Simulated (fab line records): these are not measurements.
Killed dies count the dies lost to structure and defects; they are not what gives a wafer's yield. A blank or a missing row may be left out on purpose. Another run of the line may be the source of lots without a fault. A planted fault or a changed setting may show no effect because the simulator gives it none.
fab line records + flow n5Finfet
record:
- lots: 5
- wafers: 15
- lastDay: 17
route steps=1938 shown MOL_CONTACT_COAG@529 BEOL_M4@1111 PASSIVATION@1936
lots that met no fault: taken from a fault-free run of the same line
startH: the number of hours between the record's first day and the start of the first shown wafer of the lot + waitH: how many hours have passed since the lot's step before this one + " as in the row above + L1.1+2: one row covering several wafers at once + - either no value or no given start + * or withheld: withheld + < > ~ a bound
route shown NAME@n: NAME is a module with steps in the file, n the number in the route of the first one + usual: the fault-free wafers' mean and standard deviation + same: alike in all rows + chamber/n: place in a boat + sites: readings site by site + _std_site: standard deviation of those values + _edge_site: mean of outer sites minus mean of inner sites + radiusMm: for every site, how far away it sits from the centre of the wafer + mask NAME#n: copy n + behind: the tool/chamber that last shaped the wafer + hold: why the lot went on hold/how many hours it stayed there/how the hold came to an end + device: the n, p or np transistor that did not switch + end of line: at the end of the route, the tests of the same wafers + where a step has no rows: the recipe by itself + killed: dies lost to structure and defects at the first sort, not the wafer's yield + map: per-die view of a wafer (x killed, . not killed, _ where there is no die)
set.NAME: the setting as run; set.NAME@STEP: as run at that earlier step + model.NAME: the simulator's own value behind a step, which no gauge read
lots at some steps of the route; a table a step, a row a wafer
services: when a tool's chamber went out of use (startH, in hours from the record's first day, below 0 if earlier), for how many hours, and the reason
== steps ==
step: N5_MOL_CONTACT_COAG_DESCUM_13
recipe:
- chemistry: O2
- timeS: 7
- sourcePowerW: 50
- biasPowerW: 20
- pressureMtorr: 20
- rfFrequencyHz: 2.712e+07
- tempC: 40
- resist: CAR-EUV
- o2FlowSccm: 225
step: N5_MOL_CONTACT_COAG_ETCH_59
recipe:
- chemistry: N2/H2
- target: underlayer
- targetDepthA: 130
- maskMaterial: CAR-EUV
- timeS: 10.4
- ionEnergyEv: 200
- pressureMtorr: 30
- sourceW: 840
- biasW: 150
- n2FlowSccm: 200
- h2FlowSccm: 200
- ends: cleared
step: N5_MOL_CONTACT_COAG_ETCH_105
recipe:
- chemistry: CF4
- target: SiARC
- targetDepthA: 156
- maskMaterial: CAR-EUV
- timeS: 26
- ionEnergyEv: 80
- pressureMtorr: 40
- sourceW: 545
- biasW: 36
- Ar_flow_sccm: 100
- cf4FlowSccm: 100
- ends: cleared
step: N5_MOL_CONTACT_COAG_ETCH_106
recipe:
- chemistry: N2/H2
- target: SOC
- targetDepthA: 800
- overetchA: 160
- maskMaterial: SiARC
- tempC: 40
- timeS: 120
- ionEnergyEv: 200
- pressureMtorr: 30
- sourceW: 840
- biasW: 150
- n2FlowSccm: 200
- h2FlowSccm: 200
step: N5_MOL_CONTACT_COAG_STRIP_107
recipe:
- chemistry: N2/H2
- tempC: 40
- n2FlowSccm: 200
- h2FlowSccm: 200
- rfFrequencyHz: 6e+07
step: N5_MOL_CONTACT_COAG_STRIP_108
recipe:
- chemistry: N2/H2
- tempC: 40
- n2FlowSccm: 200
- h2FlowSccm: 200
- rfFrequencyHz: 6e+07
step: N5_MOL_CONTACT_COAG_CONTACT_ETCH_14
recipe:
- chemistry: C4F6/O2
- target: SiO2
- targetDepthA: 275
- overetchA: 85
- maskMaterial: SOC
- pressureMtorr: 30
- sourceW: 370
- biasW: 185
- Ar_flow_sccm: 300
- C4F6_flow_sccm: 16
- O2_flow_sccm: 10
- timeS: 20
- ionEnergyEv: 259.6
step: N5_MOL_CONTACT_COAG_STRIP_109
recipe:
- chemistry: C4F6/O2
- resist: SiARC
- rfFrequencyHz: 6e+07
step: N5_MOL_CONTACT_COAG_ETCH_15
recipe:
- chemistry: CH3F/O2
- target: SiNx
- targetDepthA: 70
- maskMaterial: SOC
- stopOn: Si:P
- overEtchFrac: 0.75
- ionEnergyEv: 120
- pressureMtorr: 30
- sourceW: 395
- biasW: 73
- Ar_flow_sccm: 150
- CH3F_flow_sccm: 30
- O2_flow_sccm: 20
step: N5_MOL_CONTACT_COAG_ETCH_110
recipe:
- chemistry: CF4/O2
- target: Si
- targetDepthA: 25
- timeS: 8
- pressureMtorr: 100
- sourceW: 200
- biasW: 12
- ionEnergyEv: 60
- Ar_flow_sccm: 100
- cf4FlowSccm: 100
- O2_flow_sccm: 10
step: N5_MOL_CONTACT_COAG_STRIP_98
recipe:
- chemistry: N2/H2
- powerW: 500
- tempC: 40
- pressureMtorr: 50
- rfFrequencyHz: 6e+07
- overashFraction: 0.3
- biasPowerW: 8
- h2Frac: 0.5
- n2FlowSccm: 300
- h2FlowSccm: 300
step: N5_MOL_CONTACT_COAG_IMPLANT_129
recipe:
- species: Ge
- energyKev: 3
- doseCm2: 6e+14
- tiltDeg: 0
- rotationDeg: 0
usual:
- beamEnergyKeV: 2.9999/0.00086
- endStationPressureTorr: 5.8e-06/3.1e-07
| lot.wafer | tool         | chamber | startH | waitH | beamEnergyKeV | endStationPressureTorr | model.implant.rpNm | model.implant.drpNm |
|-----------|--------------|---------|--------|-------|---------------|------------------------|--------------------|---------------------|
| L608.2    | implanter-02 | 0       | 105.83 | 0.1   | 2.9997        | 5.7e-06                | 5.979              | 2.134               |
| L608.3    | "            | 0       | "      | "     | 3.0001        | 5.5e-06                | 5.979              | 2.134               |
| L608.6    | "            | 0       | "      | "     | 2.9978        | 5.8e-06                | 5.979              | 2.134               |
| L619.1    | implanter-02 | 0       | 171.02 | 0.0   | 1.1905        | 8.1e-06                | 3.732              | 1.226               |
| L619.2    | "            | 0       | "      | "     | 1.1906        | 7.8e-06                | 3.732              | 1.226               |
| L619.6    | "            | 0       | "      | "     | 1.1904        | 8e-06                  | 3.732              | 1.226               |
| L620.1    | implanter-02 | 0       | 178.21 | 0.0   | 1.1929        | 8.6e-06                | 3.736              | 1.226               |
| L620.4    | "            | 0       | "      | "     | 1.1924        | 8.3e-06                | 3.736              | 1.226               |
| L620.6    | "            | 0       | "      | "     | 1.1922        | 8.9e-06                | 3.736              | 1.226               |
| L622.1    | implanter-02 | 0       | 192.26 | 0.0   | 1.1929        | 8.2e-06                | 3.776              | 1.226               |
| L622.3    | "            | 0       | "      | "     | 1.1919        | 7.7e-06                | 3.776              | 1.226               |
| L622.4    | "            | 0       | "      | "     | 1.1919        | 8.3e-06                | 3.776              | 1.226               |
| L623.3    | implanter-01 | 0       | 197.68 | 0.1   | 3.0000        | 5.8e-06                | 6.144              | 2.134               |
| L623.4    | "            | 0       | "      | "     | 3.0008        | 5.9e-06                | 6.144              | 2.134               |
| L623.6    | "            | 0       | "      | "     | 3.0002        | 5.7e-06                | 6.144              | 2.134               |
step: N5_MOL_CONTACT_COAG_PRECLEAN_111
recipe:
- chemistry: NF3:NH3
- afsCycles: 1
- tempC: 30
- timeS: 20
- sublimationTempC: 180
- sublimationTimeS: 60
- pressureTorr: 3
- rfPowerW: 30
step: N5_MOL_CONTACT_COAG_TI_SIL_19
recipe:
- material: Ti
- targetThkA: 42
- tempC: 200
- chamberPressurePa: 5
- powerW: 5000
- timeS: 15
step: N5_MOL_CONTACT_COAG_ALD_20
recipe:
- material: TiN
- targetThkA: 15
- tempC: 400
- aldPrecursorFamily: TiCl4
- aldCoReactant: NH3
- pulseTimeS: 1
- purgeTimeS: 3
- coReactantPurgeTimeS: 2
- coReactantPulseTimeS: 2
- aldCycles: 68
- pressureTorr: 3
step: N5_MOL_CONTACT_COAG_SIL_ANNEAL_21
recipe:
- tempC: 550
- timeS: 60
- ambient: N2
step: N5_MOL_CONTACT_COAG_PRE_CLEAN_141
recipe:
- gas: H2/He
- timeS: 60
- tempC: 300
step: N5_MOL_CONTACT_COAG_SPUTTER_143
recipe:
- material: Co
- targetThkA: 25
- tempC: 25
- chamberPressurePa: 0.2
step: N5_MOL_CONTACT_COAG_CO_FILL_22
recipe:
- material: Co
- targetThkA: 200
- tempC: 200
- precursor: CCTBA/H2
- pressureTorr: 30
step: N5_MOL_CONTACT_COAG_ANNEAL_113
recipe:
- tempC: 400
- timeS: 300
- ambient: H2/N2
step: N5_MOL_CONTACT_COAG_PRE_CLEAN_142
recipe:
- gas: H2/He
- timeS: 60
- tempC: 300
step: N5_MOL_CONTACT_COAG_SPUTTER_130
recipe:
- material: Co
- targetThkA: 475
- tempC: 25
- chamberPressurePa: 0.5
- powerW: 3000
step: N5_MOL_CONTACT_COAG_PRECLEAN_125
recipe:
- chemistry: DIW
- timeS: 57.5
- tempC: 23
step: N5_MOL_CONTACT_COAG_SRD_126
recipe:
- dryTimeS: 32
- dry: n2Spin
- spinRpm: 1500
step: N5_MOL_CONTACT_COAG_CMP_23
recipe:
- stopOn: SiO2
- tOverpolishS: 1.5
- postCmpClean: cuAlkaline
- downForcePsi: 2
- platenRpm: 50.289
- padVelocityMS: 1.0006
- targetThkNm: 0
step: N5_MOL_CONTACT_COAG_WET_ETCH_26
recipe:
- target: Co
- targetDepthNm: 13
step: N5_MOL_CONTACT_COAG_WET_ETCH_116
recipe:
- chemistry: SC1-inhibited
- targetDepthNm: 4.6
- dry: ipaMarangoni
- rinseTimeS: 30
- rinseTempC: 23
step: N5_MOL_CONTACT_COAG_ALD_27
recipe:
- material: SiOC
- targetThkA: 170
- tempC: 400
- aldPrecursorFamily: carbosiloxane
- aldCoReactant: H2-plasma
- pulseTimeS: 1.5
- timeS: 2720
- purgeTimeS: 2
- coReactantPurgeTimeS: 2
- aldCycles: 340
- pressureTorr: 2
step: N5_MOL_CONTACT_COAG_CMP_28
recipe:
- stopOn: SiNx
- tOverpolishS: 0.85
- postCmpClean: alkalineBrush
- downForcePsi: 4.15
- platenRpm: 51.8
- padVelocityMS: 1.0307
- targetThkNm: 14.522
step: N5_MOL_CONTACT_COAG_ALD_123
recipe:
- material: SiNx
- targetThkA: 50
- tempC: 400
- aldPrecursorFamily: SiH2I2
- aldCoReactant: N2/H2-plasma
- pulseTimeS: 1
- purgeTimeS: 2
- coReactantPurgeTimeS: 2
- aldCycles: 100
- pressureTorr: 2
step: N5_MOL_CONTACT_COAG_PECVD_31
recipe:
- material: SiO2
- targetThkA: 460
- tempC: 400
- precursor: TEOS/O2
- pressureTorr: 6.5
- rfW: withheld
- teosFlowSccm: withheld
- gas: O2
- flowSccm: 2650
- timeS: 8.9
step: N5_MOL_CONTACT_COAG_COAT_75
recipe:
- resist: SOC
- tempC: 250
- timeS: 60
- spinRpm: 1500
- resistThkNm: 60
step: N5_MOL_CONTACT_COAG_COAT_76
recipe:
- resist: SiARC
- tempC: 220
- timeS: 60
- spinRpm: 1500
- resistThkNm: 10
step: N5_MOL_CONTACT_COAG_COAT_77
recipe:
- resist: underlayer
- tempC: 205
- timeS: 60
- spinRpm: 1500
- resistThkNm: 10
step: N5_MOL_CONTACT_COAG_COAT_78
recipe:
- resist: CAR-EUV
- spinRpm: 1500
- resistThkNm: 40
step: N5_MOL_CONTACT_COAG_EBR_80
recipe:
- solvent: PGMEA
- ebrWidthMm: 1.5
step: N5_MOL_CONTACT_COAG_SOFTBAKE_79
recipe:
- tempC: 110
- timeS: 60
- resist: CAR-EUV
step: N5_MOL_CONTACT_COAG_EXPOSE_81
recipe:
- maskId: VG
- na: 0.33
- sourceShape: annular
- sigmaInner: 0.3
- sigmaOuter: 0.7
- polarization: unpolarized
- defocusNm: 0
- doseMj: 59.5
step: N5_BEOL_M4_RC_MEAS_101
usual:
- DIBL_N: 37.5/2.5
- DIBL_P: 38/3.1
- IOFF_N: 0.19/0.059
- IOFF_P: 0.24/0.061
- ION_N: 679/16
- ION_P: 465/9.8
- RC_DENSE_N: 19.3/0.65
- RC_DENSE_P: 24.2/0.81
- RC_N: 15.7/0.52
- RC_P: 19.7/0.64
- REXT_N: 75.6/1.8
- REXT_P: 101.0/2.9
- SS_N: 72.0/0.8
- SS_P: 73.7/0.86
- VT_N: 248/4.5
- VT_P: -249/3.5
| lot.wafer | tool      | chamber | startH | waitH | DIBL_N[mV/V] | DIBL_P[mV/V] | IOFF_N[nA/um] | IOFF_P[nA/um] | ION_N[uA/um] | ION_P[uA/um] | RC_DENSE_N[ohm.um] | RC_DENSE_P[ohm.um] | RC_N[ohm.um] | RC_P[ohm.um] | REXT_N[ohm.um] | REXT_P[ohm.um] | SS_N[mV/dec] | SS_P[mV/dec] | VT_N[mV] | VT_P[mV] |
|-----------|-----------|---------|--------|-------|--------------|--------------|---------------|---------------|--------------|--------------|--------------------|--------------------|--------------|--------------|----------------|----------------|--------------|--------------|----------|----------|
| L608.2    | prober-01 | 0       | 188.58 | 0.2   | 35.6         | 37           | 0.16          | 0.24          | 680          | 472          | 18.4               | 23.2               | 14.9         | 18.7         | 77.1           | 103.9          | 71.6         | 73.0         | 248      | -247     |
| L608.3    | "         | 0       | "      | "     | 37.6         | 37           | 0.17          | 0.23          | 657          | 454          | 19.9               | 24.8               | 16.2         | 20.1         | 78.4           | 107.3          | 72.6         | 73.4         | 249      | -249     |
| L608.6    | "         | 0       | "      | "     | 37.2         | 37           | 0.17          | 0.22          | 674          | 462          | 18.3               | 23.3               | 14.9         | 18.7         | 75.1           | 105.7          | 71.5         | 73.2         | 253      | -253     |
| L620.1    | prober-01 | 0       | 258.07 | 0.0   | 35.2         | 38           | 0.15          | 0.23          | 646          | 449          | 26.0               | 32.9               | 21.4         | 26.9         | 82.3           | 110.6          | 71.0         | 72.2         | 251      | -247     |
| L620.4    | "         | 0       | "      | "     | 35.1         | 36           | 0.16          | 0.20          | 664          | 453          | 25.6               | 32.1               | 20.7         | 26.2         | 80.8           | 109.8          | 71.7         | 73.9         | 248      | -250     |
| L620.6    | "         | 0       | "      | "     | 37.7         | 40           | 0.23          | 0.27          | 672          | 455          | 24.9               | 31.7               | 20.1         | 25.7         | 80.7           | 108.4          | 72.7         | 74.4         | 244      | -248     |
| L619.1    | prober-02 | 0       | 258.90 | 0.0   | 35.8         | 33           | 0.14          | 0.19          | 663          | 461          | 25.9               | 32.3               | 21.2         | 26.5         | 81.1           | 110.5          | 72.7         | 72.6         | 249      | -251     |
| L619.2    | "         | 0       | "      | "     | 40.6         | 41           | 0.23          | 0.31          | 665          | 457          | 25.6               | 31.7               | 21.0         | 26.1         | 82.1           | 109.7          | 72.9         | 74.7         | 246      | -246     |
| L619.6    | "         | 0       | "      | "     | 39.1         | 37           | 0.20          | 0.23          | 661          | 455          | 25.7               | 32.1               | 21.0         | 26.0         | 80.2           | 108.5          | 74.1         | 73.6         | 253      | -251     |
| L622.1    | prober-01 | 0       | 283.37 | 0.0   | 35.7         | 35           | 0.14          | 0.17          | 647          | 437          | 27.0               | 33.8               | 21.7         | 27.2         | 86.1           | 108.7          | 72.7         | 73.5         | 254      | -254     |
| L622.3    | "         | 0       | "      | "     | 36.3         | 34           | 0.14          | 0.16          | 657          | 441          | 25.2               | 31.2               | 20.4         | 25.6         | 83.4           | 107.8          | 72.0         | 72.8         | 254      | -256     |
| L623.3    | prober-02 | 0       | 284.50 | 0.3   | 38.0         | 37           | 0.21          | 0.24          | 709          | 485          | 20.7               | 25.9               | 16.7         | 20.9         | 74.6           | 95.8           | 72.1         | 73.5         | 244      | -247     |
| L623.4    | "         | 0       | "      | "     | 37.5         | 36           | 0.19          | 0.23          | 665          | 453          | 20.2               | 24.8               | 16.3         | 20.3         | 75.6           | 96.8           | 71.9         | 73.7         | 248      | -248     |
| L623.6    | "         | 0       | "      | "     | 41.0         | 39           | 0.30          | 0.28          | 675          | 459          | 20.6               | 25.3               | 16.9         | 21.0         | 76.2           | 96.5           | 74.9         | 75.2         | 246      | -246     |
step: N5_PASSIVATION_PROBE_49
usual:
- defectLimitedYield: 91.0/1.4
- killed_at_M0_to_M3: 35/10
- killed_at_M4_up: 14/5.5
- killedAtContacts: 13/5.6
- killedAtFrontEnd: 41/11
- killedAtOther: 4/3.4
- killedDies: 106/16
- killedOnRim: 13/4
- killedOpen: 68/12
- killedShort: 35/7.3
- sort_bin_4_leakage: 0.3/2.1
- sort_bin_5_function: 5.3/0.89
- sort_bin_6_memory: 3.4/0.67
- sort_bin_8_speed: 0.01/0.11
- sortNPass: 1070/28
- sortYieldPct: 90.7/2.4
same:
- grossDies: 1180
- killedAtBackSide: 0
| lot.wafer | tool      | chamber | startH | waitH | defectLimitedYield[%] | killed_at_M0_to_M3 | killed_at_M4_up | killedAtContacts | killedAtFrontEnd | killedAtOther | killedDies | killedOnRim | killedOpen | killedShort | sort_bin_4_leakage[%] | sort_bin_5_function[%] | sort_bin_6_memory[%] | sort_bin_8_speed[%] | sortNPass | sortYieldPct[%] |
|-----------|-----------|---------|--------|-------|-----------------------|--------------------|-----------------|------------------|------------------|---------------|------------|-------------|------------|-------------|-----------------------|------------------------|----------------------|---------------------|-----------|-----------------|
| L608.2    | prober-01 | -       | 301.47 | 0.1   | 92.0                  | 40                 | 13              | 6                | 27               | 8             | 94         | 11          | 58         | 30          | 0                     | 4.8                    | 2.8                  | 0                   | 1086      | 92.0            |
| L608.3    | prober-01 | -       | 301.52 | 0.1   | 91.4                  | 23                 | 14              | 9                | 46               | 9             | 101        | 9           | 51         | 42          | 0                     | 4.8                    | 3.3                  | 0                   | 1079      | 91.4            |
| L608.6    | prober-01 | -       | 301.67 | 0.3   | 90.4                  | 37                 | 13              | 15               | 41               | 7             | 113        | 14          | 76         | 33          | 0                     | 5.7                    | 3.6                  | 0                   | 1067      | 90.4            |
| L619.1    | prober-01 | -       | 373.34 | 0.0   | 91.4                  | 33                 | 7               | 19               | 41               | 1             | 101        | 9           | 65         | 34          | 0                     | 5.3                    | 2.8                  | 0                   | 1079      | 91.4            |
| L619.2    | prober-01 | -       | 373.39 | 0.1   | 91.9                  | 25                 | 9               | 16               | 43               | 3             | 96         | 10          | 64         | 31          | 0                     | 4.4                    | 3.4                  | 0                   | 1084      | 91.9            |
| L619.6    | prober-01 | -       | 373.59 | 0.3   | 90.8                  | 19                 | 14              | 26               | 49               | 1             | 109        | 9           | 71         | 37          | 0                     | 5.6                    | 3.2                  | 0                   | 1071      | 90.8            |
| L620.1    | prober-01 | -       | 374.50 | 0.0   | 90.7                  | 34                 | 10              | 22               | 36               | 8             | 110        | 11          | 64         | 43          | 0                     | 4.9                    | 3.9                  | 0                   | 1070      | 90.7            |
| L620.4    | prober-01 | -       | 374.65 | 0.2   | 92.3                  | 20                 | 12              | 14               | 42               | 3             | 91         | 16          | 57         | 32          | 0                     | 4.5                    | 3.0                  | 0                   | 1089      | 92.3            |
| L620.6    | prober-01 | -       | 374.75 | 0.3   | 90.3                  | 44                 | 16              | 21               | 30               | 4             | 115        | 11          | 79         | 32          | 0                     | 5.7                    | 3.9                  | 0                   | 1065      | 90.3            |
| L622.1    | prober-02 | -       | 397.60 | 0.0   | 92.5                  | 19                 | 6               | 18               | 45               | 1             | 89         | 5           | 57         | 29          | 0                     | 4.8                    | 2.5                  | 0.59                | 1084      | 91.9            |
| L622.3    | prober-02 | -       | 397.70 | 0.1   | 88.4                  | 56                 | 19              | 11               | 42               | 9             | 137        | 13          | 94         | 41          | 0                     | 5.9                    | 5.3                  | 0.08                | 1042      | 88.3            |
| L623.3    | prober-01 | -       | 398.13 | 0.1   | 91.7                  | 27                 | 12              | 3                | 46               | 10            | 98         | 13          | 56         | 40          | 0                     | 4.7                    | 3.0                  | 0                   | 1082      | 91.7            |
| L623.4    | prober-01 | -       | 398.18 | 0.2   | 92.3                  | 26                 | 14              | 12               | 34               | 5             | 91         | 7           | 56         | 31          | 0                     | 4.5                    | 3.0                  | 0                   | 1089      | 92.3            |
| L623.6    | prober-01 | -       | 398.28 | 0.3   | 92.9                  | 10                 | 19              | 9                | 36               | 10            | 84         | 5           | 45         | 36          | 0.8                   | 4.7                    | 2.0                  | 0                   | 1086      | 92.0            |
killed by level:class
L608.2 BEOL_M0_SAQP:geometricParticle:short=14 BEOL_M0_SAQP:geometricParticle:open=11 STI_FIN_REVEAL:geometricParticle:open=8 DUMMY_GATE:geometricParticle:open=8 BEOL_M2:geometricParticle:open=6 MOL_CONTACT_COAG:geometricParticle:open=5 PAD_METAL:geometricParticle:short=4 BEOL_M4:geometricParticle:open=4
L608.3 FIN_SAQP:geometricParticle:short=12 MOL_CONTACT_COAG:geometricParticle:open=8 STI_FIN_REVEAL:geometricParticle:open=7 BEOL_M0_SAQP:geometricParticle:short=7 DUMMY_GATE:geometricParticle:open=5 BEOL_M0_SAQP:geometricParticle:open=5 BEOL_M5:geometricParticle:open=5 BEOL_M1:geometricParticle:open=4
L608.6 STI_FIN_REVEAL:geometricParticle:open=15 MOL_CONTACT_COAG:geometricParticle:open=13 BEOL_M0_SAQP:geometricParticle:short=9 BEOL_M0_SAQP:geometricParticle:open=8 BEOL_M2:geometricParticle:open=6 BEOL_M3:geometricParticle:open=4 BEOL_M4:geometricParticle:open=4 ILD0:geometricParticle:short=3
L619.1 MOL_CONTACT_COAG:geometricParticle:open=14 FIN_SAQP:geometricParticle:open=10 BEOL_M0_SAQP:geometricParticle:open=9 STI_FIN_REVEAL:geometricParticle:open=8 BEOL_M0_SAQP:geometricParticle:short=7 ILD0:geometricParticle:open=5 BEOL_M2:geometricParticle:open=5 FIN_SAQP:geometricParticle:short=4
L619.2 BEOL_M0_SAQP:geometricParticle:short=13 FIN_SAQP:geometricParticle:open=12 MOL_CONTACT_COAG:geometricParticle:open=11 STI_FIN_REVEAL:geometricParticle:open=9 ILD0:geometricParticle:open=8 BEOL_M0_SAQP:geometricParticle:open=7 MOL_CONTACT_COAG:geometricParticle:short=5 BEOL_M4:geometricParticle:open=5
L619.6 MOL_CONTACT_COAG:geometricParticle:open=21 FIN_SAQP:geometricParticle:open=9 STI_FIN_REVEAL:geometricParticle:open=8 GATE_CUT:geometricParticle:short=6 FIN_SAQP:geometricParticle:short=5 MOL_CONTACT_COAG:geometricParticle:short=5 ILD0:geometricParticle:short=4 BEOL_M0_SAQP:geometricParticle:open=4
L620.1 MOL_CONTACT_COAG:geometricParticle:open=17 STI_FIN_REVEAL:geometricParticle:open=8 BEOL_M3:geometricParticle:open=8 BEOL_M0_SAQP:geometricParticle:open=8 BEOL_M0_SAQP:geometricParticle:short=8 GATE_CUT:geometricParticle:short=6 STARTING-WAFER:geometricParticle:short=6 MOL_CONTACT_COAG:geometricParticle:short=5
L620.4 FIN_SAQP:geometricParticle:short=10 FIN_SAQP:geometricParticle:open=9 STI_FIN_REVEAL:geometricParticle:open=8 MOL_CONTACT_COAG:geometricParticle:open=7 MOL_CONTACT_COAG:geometricParticle:short=6 BEOL_M3:geometricParticle:open=6 BEOL_M0_SAQP:geometricParticle:short=5 BEOL_M4:geometricParticle:open=4
L620.6 MOL_CONTACT_COAG:geometricParticle:open=17 BEOL_M1:geometricParticle:open=10 BEOL_M0_SAQP:geometricParticle:open=9 BEOL_M0_SAQP:geometricParticle:short=9 FIN_SAQP:geometricParticle:open=7 BEOL_M4:geometricParticle:open=7 FIN_SAQP:geometricParticle:short=6 BEOL_M2:geometricParticle:open=5
L622.1 MOL_CONTACT_COAG:geometricParticle:open=13 FIN_SAQP:geometricParticle:open=9 STI_FIN_REVEAL:geometricParticle:open=8 DUMMY_GATE:geometricParticle:open=6 BEOL_M0_SAQP:geometricParticle:short=6 FIN_SAQP:geometricParticle:short=5 GATE_CUT:geometricParticle:short=5 MOL_CONTACT_COAG:geometricParticle:short=4
L622.3 BEOL_M1:geometricParticle:open=12 BEOL_M0_SAQP:geometricParticle:open=10 BEOL_M3:geometricParticle:open=10 FIN_SAQP:geometricParticle:open=9 MOL_CONTACT_COAG:geometricParticle:open=9 BEOL_M2:geometricParticle:open=9 BEOL_M0_SAQP:geometricParticle:short=8 DUMMY_GATE:geometricParticle:open=8
L623.3 BEOL_M0_SAQP:geometricParticle:open=15 GATE_CUT:geometricParticle:short=13 STI_FIN_REVEAL:geometricParticle:open=7 BEOL_M0_SAQP:geometricParticle:short=7 FIN_SAQP:geometricParticle:short=5 BEOL_M5:geometricParticle:short=5 PASS1_DEP:geometricParticle:open=5 FIN_SAQP:geometricParticle:open=4
L623.4 MOL_CONTACT_COAG:geometricParticle:open=10 BEOL_M0_SAQP:geometricParticle:open=9 STI_FIN_REVEAL:geometricParticle:open=6 FIN_SAQP:geometricParticle:short=5 FIN_SAQP:geometricParticle:open=4 GATE_CUT:geometricParticle:short=4 BEOL_M2:geometricParticle:open=4 BEOL_M3:geometricParticle:open=4
L623.6 GATE_CUT:geometricParticle:short=9 MOL_CONTACT_COAG:geometricParticle:open=7 FIN_SAQP:geometricParticle:short=5 BEOL_M4:geometricParticle:short=5 PASS1_DEP:geometricParticle:short=5 STARTING-WAFER:geometricParticle:open=5 DUMMY_GATE:geometricParticle:open=4 BEOL_M7:geometricParticle:open=3
== services ==
| tool         | chamber | startH | hours | kind |
|--------------|---------|--------|-------|------|
| implanter-02 | -       | 143.81 | 3.9   | pm   |
== key ==
firstSign:
- step: N5_MOL_CONTACT_COAG_IMPLANT_129
- reading: beamEnergyKeV
- direction: down
- sigmas: 99+
- usual: 2.9999
- struck: 1.1917
effect:
- step: N5_MOL_CONTACT_COAG_IMPLANT_129
- reading: endStationPressureTorr
- direction: up
- sigmas: 7.9
- usual: 5.8e-06
- struck: 8.2e-06
effect:
- step: N5_BEOL_M4_RC_MEAS_101
- reading: RC_P
- direction: up
- sigmas: 10
- usual: 19.7
- struck: 26.3
effect:
- step: N5_BEOL_M4_RC_MEAS_101
- reading: RC_N
- direction: up
- sigmas: 10
- usual: 15.7
- struck: 20.9
effect:
- step: N5_BEOL_M4_RC_MEAS_101
- reading: RC_DENSE_P
- direction: up
- sigmas: 10
- usual: 24.2
- struck: 32.2
effect:
- step: N5_BEOL_M4_RC_MEAS_101
- reading: RC_DENSE_N
- direction: up
- sigmas: 9.8
- usual: 19.3
- struck: 25.7
effect:
- step: N5_BEOL_M4_RC_MEAS_101
- reading: REXT_N
- direction: up
- sigmas: 3.6
- usual: 75.6
- struck: 82.1
effect:
- step: N5_BEOL_M4_RC_MEAS_101
- reading: REXT_P
- direction: up
- sigmas: 2.9
- usual: 101.0
- struck: 109.3
modelEffect:
- step: N5_MOL_CONTACT_COAG_IMPLANT_129
- value: implant.rpNm
- without: 6.083
- struck: 3.748
metAt N5_MOL_CONTACT_COAG_IMPLANT_129
struckWafers L619.1,L619.2,L619.6,L620.1,L620.4,L620.6,L622.1,L622.3,L622.4
rowsEnd L622.4
onsetBetween 105.83 171.02
fault:
- kind: processParameterDrift
- tool: implanter-02
- chamber: -
- onsetH: 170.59
- steps: N5_MOL_CONTACT_COAG_IMPLANT_129
- channel: energyKev
- offset: -1.8074
- shape: step
- actsIn: theseRecipesOnly
- stated: 3
rowsEnd: these wafers met a further fault down the route, and their rows from its step on are left out
